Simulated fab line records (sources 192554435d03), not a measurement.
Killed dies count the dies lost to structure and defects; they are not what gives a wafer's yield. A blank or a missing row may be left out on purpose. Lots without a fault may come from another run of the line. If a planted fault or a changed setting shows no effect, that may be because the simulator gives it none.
fab line records	flow n5-finfet
[record] lots = 5	wafers = 15	last-day = 19
route steps=1938 shown BEOL_M11@1563
lots that met no fault: from a run of the same line without faults
start-h: the number of hours between the record's first day and the start of the first shown wafer of the lot	wait-h: time in hours since the lot's previous step	" unchanged from the row above	L1.1+2: a row that stands for several wafers	- no value, or no start given	* or withheld: withheld	< > ~ a bound
route shown NAME@n: names a module that has steps shown in the file, with the first one's number in the route	usual: mean/standard deviation of fault-free wafers	same: alike in all rows	chamber/n: place in a boat	sites: the reading at each site	_std_site: how widely they spread, as a standard deviation	_edge_site: inner sites' mean taken away from outer sites' mean	radius-mm: for every site, how far away it sits from the centre of the wafer	mask NAME#n: copy n	behind: the tool/chamber that last shaped the wafer	hold: why the lot went on hold/how many hours it stayed there/how the hold came to an end	device: which transistor (n, p or np) failed to switch	end of line: tests run on the same wafers once the route is complete	a step given without rows: its recipe and nothing more	killed: not the wafer's yield, but the dies lost to structure and defects at the first sort	map: shows each die of a wafer: x if killed, . if not, _ if none is there
set.NAME: the setting the step ran with; set.NAME@STEP: the setting that earlier step ran with	model.NAME: the simulator's own value behind a step, which no gauge read
certain route steps with their lots: each step a table, each wafer a row
services: from which hour (start-h, from the record's first day; less than 0 if before it) a tool's chamber was out of use, for how many hours, and why
[[steps]]
[step N5_BEOL_M11_EBR_24]
[recipe] solvent = PGMEA	ebr-width-mm = 1.5
[step N5_BEOL_M11_SOFTBAKE_23]
[recipe] temp-c = 110	time-s = 60	resist = CAR-ArF
[step N5_BEOL_M11_EXPOSE_25]
[recipe] mask-id = V10	na = 1.35	source-shape = annular	sigma-inner = 0.5	sigma-outer = 0.8	polarization = unpolarized	dose-mj = 85.5
[step N5_BEOL_M11_PEB_26]
[recipe] peb-temp-c = withheld	peb-time-s = 60	resist = CAR-ArF
[step N5_BEOL_M11_DEVELOP_27]
[recipe] develop-time-s = 30	developer = TMAH	resist = CAR-ArF	rinse-liquid = diw	dry = air-spin	dev-temp-c = 23
[step N5_BEOL_M11_CD_MEAS_28]
[recipe] target-cd-nm = 70	landing-energy-ev = 500	detector = se-inlens	polarity = opening
[usual] cd-nm = 69.7/0.81
lot.wafer	tool	chamber	start-h	wait-h	cd-nm
L834.3	cd-sem-03	0	289.02	-	69.6
L834.4	"	0	"	"	69.2
L834.6	"	0	"	"	70.1
L839.2	cd-sem-03	0	315.84	-	69.9
L839.5	"	0	"	"	70.3
L839.6	"	0	"	"	69.9
L844.1	cd-sem-01	0	354.13	-	68.9
L844.3	"	0	"	"	69.4
L844.4	"	0	"	"	69.9
L847.2	cd-sem-02	0	385.68	-	71.5
L847.3	"	0	"	"	71.8
L847.6	"	0	"	"	70.2
L853.4	cd-sem-02	0	413.35	-	71.4
L853.5	"	0	"	"	70.8
L853.6	"	0	"	"	70.0
[step N5_BEOL_M11_OVL_MEAS_29]
[recipe] points-per-wafer = 44
[usual] V10_OVL = 0.1/0.68
lot.wafer	tool	chamber	start-h	wait-h	V10_OVL[nm]
L834.3	overlay-02	0	289.06	0.0	0.7
L834.4	"	0	"	"	0.8
L834.6	"	0	"	"	0.6
L839.2	overlay-01	0	315.87	0.0	-0.4
L839.5	"	0	"	"	0.0
L839.6	"	0	"	"	0.6
L844.1	overlay-01	0	354.16	0.0	0.4
L844.3	"	0	"	"	-0.4
L844.4	"	0	"	"	-0.1
L847.2	overlay-02	0	385.70	0.0	-0.5
L847.3	"	0	"	"	0.8
L847.6	"	0	"	"	1.0
L853.4	overlay-02	0	413.38	0.0	0.8
L853.5	"	0	"	"	1.2
L853.6	"	0	"	"	0.5
[step N5_BEOL_M11_INSPECT_30]
[recipe] mode = adi	inspect-instrument = brightfield
[usual] raw-defect-count = 408/78
lot.wafer	tool	chamber	start-h	wait-h	raw-defect-count
L834.3	defect-inspect-02	-	289.08	0.0	360
L834.4	"	-	"	"	429
L834.6	"	-	"	"	307
L839.2	defect-inspect-02	-	315.89	0.0	422
L839.5	"	-	"	"	383
L839.6	"	-	"	"	411
L844.1	defect-inspect-02	-	354.18	0.0	319
L844.3	"	-	"	"	396
L844.4	"	-	"	"	308
L847.2	defect-inspect-02	-	385.73	0.0	419
L847.3	"	-	"	"	458
L847.6	"	-	"	"	528
L853.4	defect-inspect-01	-	413.40	0.0	452
L853.5	"	-	"	"	476
L853.6	"	-	"	"	625
[step N5_BEOL_M11_DESCUM_33]
[recipe] chemistry = O2	time-s = 7.9	source-power-w = 50	bias-power-w = 20	pressure-mtorr = 20	rf-frequency-hz = 2.712e+07	temp-c = 40	resist = CAR-ArF	o2-flow-sccm = 225
[usual] drypump-motor-current-A = 5.8/0.38	oes-product-au = 0.78/0.09	rf-fwd-power-W = 49.50/0.21	rf-vpp-V = 243.0/1.4	showerhead-plenum-p-Torr = 2.07/0.065	throttle-valve-pct = 20.49/0.21
[same] time-s = 7.9
lot.wafer	tool	chamber	start-h	wait-h	drypump-motor-current-A	oes-product-au	rf-fwd-power-W	rf-hours-counter-h	rf-vpp-V	showerhead-plenum-p-Torr	throttle-valve-pct
L834.3	rie-diel-03	2	289.12	0.0	5.7	0.68	49.43	235	243.1	1.98	20.56
L834.4	"	0	"	"	5.9	0.78	49.78	124	245.1	2.18	20.43
L834.6	"	0	"	"	5.9	0.78	49.86	-	244.1	2.18	20.43
L839.2	rie-diel-05	0	315.93	0.0	5.8	0.66	49.41	248	243.8	2.07	20.36
L839.5	"	2	"	"	6.2	0.88	49.79	-	242.1	2.04	20.40
L839.6	"	0	"	"	5.8	0.65	49.29	-	244.2	2.07	20.36
L844.1	rie-diel-05	0	355.07	0.9	5.8	0.98	49.37	4	243.4	2.06	20.02
L844.3	"	1	"	"	5.3	0.84	49.28	94	244.1	2.12	20.27
L844.4	"	2	"	"	6.2	0.86	49.73	62	242.8	2.03	20.44
L847.2	rie-diel-02	3	385.76	0.0	5.9	0.68	49.67	241	240.5	1.98	20.49
L847.3	"	0	"	"	4.8	0.87	49.34	56	242.7	2.13	20.47
L847.6	"	3	"	"	5.9	0.69	49.93	-	240.2	1.98	20.49
L853.4	rie-diel-02	0	413.51	0.1	4.8	0.87	49.47	64	243.5	2.13	20.49
L853.5	"	1	"	"	5.6	0.70	49.39	-	241.6	1.99	20.80
L853.6	"	0	"	"	4.8	0.86	49.47	-	244.8	2.13	20.49
[step N5_BEOL_M11_ETCH_65]
[recipe] chemistry = CF4	target = SiARC	target-depth-a = 390	mask-material = CAR-ArF	time-s = 65	ion-energy-ev = 80	pressure-mtorr = 40	source-w = 545	bias-w = 36	Ar_flow_sccm = 100	cf4-flow-sccm = 100	ends = cleared
[usual] drypump-motor-current-A = 5.8/0.38	etch-rf-on-time-s = 64.9/0.88	oes-product-au = 0.66/0.076	rf-fwd-power-W = 539.6/2.1	rf-vpp-V = 183.8/1.2	showerhead-plenum-p-Torr = 2.12/0.064	throttle-valve-pct = 15.66/0.25
lot.wafer	tool	chamber	start-h	wait-h	drypump-motor-current-A	etch-rf-on-time-s	oes-product-au	rf-fwd-power-W	rf-hours-counter-h	rf-vpp-V	showerhead-plenum-p-Torr	throttle-valve-pct
L834.3	rie-diel-03	2	289.15	0.0	5.7	65.5	0.58	538.8	235	183.0	2.04	15.83
L834.4	"	0	"	"	6.0	64.7	0.67	540.3	124	185.8	2.24	15.69
L834.6	"	0	"	"	6.0	65.1	0.66	540.8	-	184.4	2.24	15.70
L839.2	rie-diel-05	0	315.96	0.0	5.8	67.2	0.57	539.7	248	184.3	2.11	15.57
L839.5	"	2	"	"	6.2	64.0	0.76	541.1	-	183.8	2.10	15.60
L839.6	"	0	"	"	5.8	66.8	0.57	539.3	-	184.5	2.11	15.57
L844.1	rie-diel-05	0	355.10	0.0	5.8	65.7	0.83	538.1	4	182.3	2.11	15.10
L844.3	"	1	"	"	5.4	65.2	0.70	540.4	94	184.2	2.16	15.39
L844.4	"	2	"	"	6.2	64.5	0.73	542.3	62	182.9	2.09	15.63
L847.2	rie-diel-02	3	385.80	0.0	5.9	64.3	0.60	538.5	241	182.0	2.03	15.71
L847.3	"	0	"	"	4.8	63.3	0.75	542.5	56	184.6	2.17	15.56
L847.6	"	3	"	"	5.9	64.3	0.59	537.5	-	182.5	2.03	15.71
L853.4	rie-diel-02	0	413.54	0.0	4.8	63.7	0.74	540.1	64	183.8	2.17	15.59
L853.5	"	1	"	"	5.6	65.6	0.60	540.8	-	182.9	2.03	15.92
L853.6	"	0	"	"	4.8	63.7	0.74	541.6	-	182.3	2.17	15.58
[step N5_BEOL_M11_ETCH_66]
[recipe] chemistry = N2/H2	target = SOC	target-depth-a = 1200	overetch-a = 240	mask-material = SiARC	temp-c = 40	time-s = 180	ion-energy-ev = 200	pressure-mtorr = 30	source-w = 840	bias-w = 150	n2-flow-sccm = 200	h2-flow-sccm = 200
[usual] drypump-motor-current-A = 5.8/0.38	oes-product-au = 0.63/0.069	rf-fwd-power-W = 837.2/2.4	rf-vpp-V = 523.3/2.4	run-length-s = 203.5/0.38	showerhead-plenum-p-Torr = 2.52/0.081	throttle-valve-pct = 17.90/0.24
[same] time-s = 180
lot.wafer	tool	chamber	start-h	wait-h	drypump-motor-current-A	oes-product-au	rf-fwd-power-W	rf-hours-counter-h	rf-vpp-V	run-length-s	showerhead-plenum-p-Torr	throttle-valve-pct
L834.3	rie-diel-03	2	289.20	0.0	5.7	0.55	843.0	235	519.2	203.9	2.41	17.97
L834.4	"	0	"	"	6.0	0.63	836.1	124	527.7	203.6	2.66	18.02
L834.6	"	0	"	"	6.0	0.62	837.0	-	527.9	203.2	2.66	18.00
L839.2	rie-diel-05	0	316.01	0.0	5.8	0.55	838.9	248	521.9	202.5	2.50	17.79
L839.5	"	2	"	"	6.2	0.72	834.0	-	521.6	203.4	2.48	17.73
L839.6	"	0	"	"	5.8	0.54	835.8	-	521.4	203.0	2.50	17.77
L844.1	rie-diel-05	0	355.15	0.0	5.8	0.78	840.4	4	523.6	202.5	2.49	17.36
L844.3	"	1	"	"	5.4	0.66	837.8	94	523.9	203.4	2.57	17.69
L844.4	"	2	"	"	6.2	0.69	836.6	62	522.6	203.9	2.47	17.76
L847.2	rie-diel-02	3	385.85	0.0	5.9	0.55	841.1	241	519.6	203.7	2.41	17.98
L847.3	"	0	"	"	4.8	0.70	841.4	56	525.3	204.3	2.58	17.81
L847.6	"	3	"	"	5.9	0.55	836.8	-	520.0	203.9	2.41	17.98
L853.4	rie-diel-02	0	413.59	0.0	4.8	0.69	837.6	64	526.3	203.3	2.57	17.81
L853.5	"	1	"	"	5.6	0.57	837.4	-	519.9	203.6	2.41	18.20
L853.6	"	0	"	"	4.8	0.69	839.8	-	525.5	203.4	2.57	17.83
[step N5_BEOL_M11_STRIP_69]
[recipe] chemistry = N2/H2	temp-c = 40	n2-flow-sccm = 200	h2-flow-sccm = 200	rf-frequency-hz = 6e+07
[step N5_BEOL_M11_VIA_ETCH_34]
[recipe] chemistry = C4F6/O2	target = SiCOH_lowk	target-depth-a = 1845	mask-material = SOC	taper-deg = 4	time-s = 69.2	ion-energy-ev = 250	pressure-mtorr = 30	source-w = 345	bias-w = 185	Ar_flow_sccm = 300	C4F6_flow_sccm = 10	O2_flow_sccm = 10
[usual] drypump-motor-current-A = 5.8/0.38	oes-product-au = 0.78/0.089	rf-fwd-power-W = 342.6/1.1	rf-vpp-V = 665/5.6	run-length-s = 92.7/0.35	showerhead-plenum-p-Torr = 2.82/0.086	throttle-valve-pct = 20.97/0.23
lot.wafer	tool	chamber	start-h	wait-h	drypump-motor-current-A	oes-product-au	rf-fwd-power-W	rf-hours-counter-h	rf-vpp-V	run-length-s	showerhead-plenum-p-Torr	throttle-valve-pct	model.etch.depth-nm	model.SOC_of_BEOL_M11_COAT_63.thk-nm
L834.3	rie-diel-03	2	289.32	0.0	5.7	0.68	342.4	235	666	92.7	2.71	21.10	182.8	91.6
L834.4	"	0	"	"	6.0	0.78	343.7	125	667	92.9	2.96	20.96	184	91.8
L834.6	"	0	"	"	5.9	0.78	343.5	-	667	92.5	2.96	20.95	185	91.4
L839.2	rie-diel-05	0	316.13	0.0	5.8	0.66	343.5	248	662	92.2	2.80	20.79	178.9	92.4
L839.5	"	2	"	"	6.2	0.89	341.5	-	665	92.8	2.78	20.93	186.3	92.2
L839.6	"	0	"	"	5.8	0.67	343.6	-	664	92.1	2.81	20.78	180.9	92.2
L844.1	rie-diel-05	0	355.28	0.0	5.8	0.97	341.2	4	662	91.8	2.80	20.44	186.7	91.6
L844.3	"	1	"	"	5.4	0.82	-	94	669	88.9	2.88	20.76	175.2	92.6
L844.4	"	2	"	"	6.2	0.86	343.9	62	666	92.9	2.77	20.95	185.7	91.8
L847.2	rie-diel-02	3	385.97	0.0	5.9	0.68	343.2	242	650	92.8	2.70	20.91	182.2	92
L847.3	"	0	"	"	4.8	0.88	342.5	56	664	93.1	2.88	20.86	187.5	91.6
L847.6	"	3	"	"	5.9	0.68	340.8	-	652	92.9	2.70	20.91	181.9	91.8
L853.4	rie-diel-02	0	413.72	0.0	4.8	0.87	343.0	64	665	92.7	2.88	20.87	189.1	92
L853.5	"	1	"	"	5.6	0.70	343.2	-	657	92.6	2.70	21.18	183.9	92
L853.6	"	0	"	"	4.8	0.87	342.6	-	665	92.6	2.88	20.87	189.8	92
[step N5_BEOL_M11_STRIP_73]
[recipe] chemistry = C4F6/O2	resist = SiARC	rf-frequency-hz = 6e+07
[[services]]
tool	chamber	start-h	hours	kind
rie-diel-05	2	281.14	7.1	repair
rie-diel-02	0	294.77	12.3	repair
rie-diel-03	1	312.30	15.5	repair
rie-diel-05	3	315.21	3.1	repair
rie-diel-05	0	321.37	-	clean
rie-diel-05	0	321.37	-	consumable-replace:focus-ring
rie-diel-05	0	321.37	26.0	scheduled-down
rie-diel-05	0	321.37	26.0	vent-cycle
rie-diel-02	2	322.19	4.5	repair
rie-diel-03	-	327.21	28.1	pm
rie-diel-05	-	329.22	0.3	repair
rie-diel-02	-	332.96	1.8	repair
rie-diel-02	0	350.85	2.9	repair
rie-diel-03	2	358.60	-	clean
rie-diel-03	2	358.60	-	consumable-replace:focus-ring
rie-diel-03	2	358.60	-	consumable-replace:showerhead
rie-diel-03	2	358.60	21.6	scheduled-down
rie-diel-03	2	358.60	21.6	vent-cycle
rie-diel-02	-	368.45	4.3	pm
rie-diel-03	-	374.24	1.1	repair
rie-diel-05	3	381.29	7.0	repair
rie-diel-03	-	408.89	2.8	pm
rie-diel-02	-	412.46	0.3	repair
[[key]]
[first-sign] step = N5_BEOL_M11_VIA_ETCH_34	reading = run-length-s	direction = down	sigmas = 11	usual = *	struck = *
effect none on later readings
[model-effect] step = N5_BEOL_M11_VIA_ETCH_34	value = etch.depth-nm	without = 186.1	struck = 175.2
met-at N5_BEOL_M11_VIA_ETCH_34
struck-wafers L844.3
[earlier-fault] kind = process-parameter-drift	tool = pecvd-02	chamber = 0	onset-h = 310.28	steps = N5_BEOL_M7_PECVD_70	channel = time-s	offset = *	shape = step	acts-in = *	stated = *
[fault] kind = process-parameter-drift	tool = rie-diel-05	chamber = 1	onset-h = 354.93	steps = N5_BEOL_M11_VIA_ETCH_34	channel = time-s	offset = *	shape = step	acts-in = *	stated = *
